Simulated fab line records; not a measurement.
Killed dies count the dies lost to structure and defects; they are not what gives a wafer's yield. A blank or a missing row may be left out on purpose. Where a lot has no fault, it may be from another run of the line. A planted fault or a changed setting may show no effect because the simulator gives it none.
The tool behind it: which one? / flow n5-finfet / 11 lots with 33 wafers sampled at 3 steps, on a route of 1938 steps

== WHAT THE GAUGES READ, wafer by wafer ==
N5_BEOL_M3_THK_MEAS_01.
lot=L075; measured=day 7 17:29; on=film-metro-02; M3_ILD_THK (nm)=79.0 80.9 80.0
lot=L078; measured=day 8 11:31; on=film-metro-02; M3_ILD_THK (nm)=80.5 80.5 80.4
lot=L080; measured=day 9 06:16; on=film-metro-02; M3_ILD_THK (nm)=80.1 80.3 80.9
lot=L083; measured=day 11 04:47; on=film-metro-02; M3_ILD_THK (nm)=79.5 79.4 80.9
lot=L085; measured=day 11 16:44; on=film-metro-01; M3_ILD_THK (nm)=78.6 78.6 79.8
lot=L087; measured=day 12 20:25; on=film-metro-02; M3_ILD_THK (nm)=78.6 79.2 80.2
lot=L091; measured=day 12 22:55; on=film-metro-02; M3_ILD_THK (nm)=78.9 79.6 80.2
lot=L092; measured=day 13 07:34; on=film-metro-02; M3_ILD_THK (nm)=78.6 76.7 78.6
lot=L094; measured=day 13 11:14; on=film-metro-01; M3_ILD_THK (nm)=78.7 78.8 79.1
lot=L095; measured=day 13 19:07; on=film-metro-01; M3_ILD_THK (nm)=79.2 79.3 79.4
lot=L097; measured=day 14 15:04; on=film-metro-01; M3_ILD_THK (nm)=79.0 80.5 80.3

== WHAT TOOL EACH LOT RAN ON (gives the tool, then ch and the chambers of the sampled wafers, and finally the start) ==
lot=L075; N5_BEOL_M2_SPUTTER_96=pvd-sputter-01, day 7 14:53; N5_BEOL_M3_ILD_DEP_00=pecvd-01 ch 1,2, day 7 17:25
lot=L078; N5_BEOL_M2_SPUTTER_96=pvd-sputter-01, day 8 10:18; N5_BEOL_M3_ILD_DEP_00=pecvd-02 ch 0,1,2, day 8 11:28
lot=L080; N5_BEOL_M2_SPUTTER_96=pvd-sputter-02, day 9 04:50; N5_BEOL_M3_ILD_DEP_00=pecvd-02 ch 0,1,2, day 9 06:12
lot=L083; N5_BEOL_M2_SPUTTER_96=pvd-sputter-02, day 11 03:29; N5_BEOL_M3_ILD_DEP_00=pecvd-04 ch 0,2, day 11 04:43
lot=L085; N5_BEOL_M2_SPUTTER_96=pvd-sputter-01, day 11 15:30; N5_BEOL_M3_ILD_DEP_00=pecvd-01 ch 1,2, day 11 16:40
lot=L087; N5_BEOL_M2_SPUTTER_96=pvd-sputter-01, day 12 19:14; N5_BEOL_M3_ILD_DEP_00=pecvd-02 ch 1,2, day 12 20:20
lot=L091; N5_BEOL_M2_SPUTTER_96=pvd-sputter-02, day 12 21:41; N5_BEOL_M3_ILD_DEP_00=pecvd-02 ch 1,2, day 12 22:50
lot=L092; N5_BEOL_M2_SPUTTER_96=pvd-sputter-01, day 13 06:24; N5_BEOL_M3_ILD_DEP_00=pecvd-01 ch 1,2, day 13 07:31
lot=L094; N5_BEOL_M2_SPUTTER_96=pvd-sputter-01, day 13 09:36; N5_BEOL_M3_ILD_DEP_00=pecvd-01 ch 0,1, day 13 11:10
lot=L095; N5_BEOL_M2_SPUTTER_96=pvd-sputter-02, day 13 17:56; N5_BEOL_M3_ILD_DEP_00=pecvd-04 ch 0,1,2, day 13 19:04
lot=L097; N5_BEOL_M2_SPUTTER_96=pvd-sputter-01, day 14 13:53; N5_BEOL_M3_ILD_DEP_00=pecvd-02 ch 0,1,2, day 14 14:59
- N5_BEOL_M2_SPUTTER_96: material Cu, target thk 4.5 nm, time 8.29 s.
- N5_BEOL_M3_ILD_DEP_00: deposits SiOC from DEMS/O2, target thk 79 nm, time 15.3 s.

== THE ANSWER, worked out from the rows above alone ==
Rule: what is usual is taken from the lots themselves. The widest of any qualifying gaps counts: lots, ordered by their means at a reading, are off when they make up no more than a third of the lots, leave a main group of 4 or more, and stand apart from it by 3 or more times the standard deviation of that group's means. A main group whose means are all the same, to the digits that the tables above print for the reading, isn't used. Also off: a lot with no number at a reading for which 4 or more lots have one. The other lots that the step has rows for count as sound.
Nothing can be told from this: no lot is off at any reading shown.

== WHAT HAD BEEN PUT IN BY THE SIMULATOR ==
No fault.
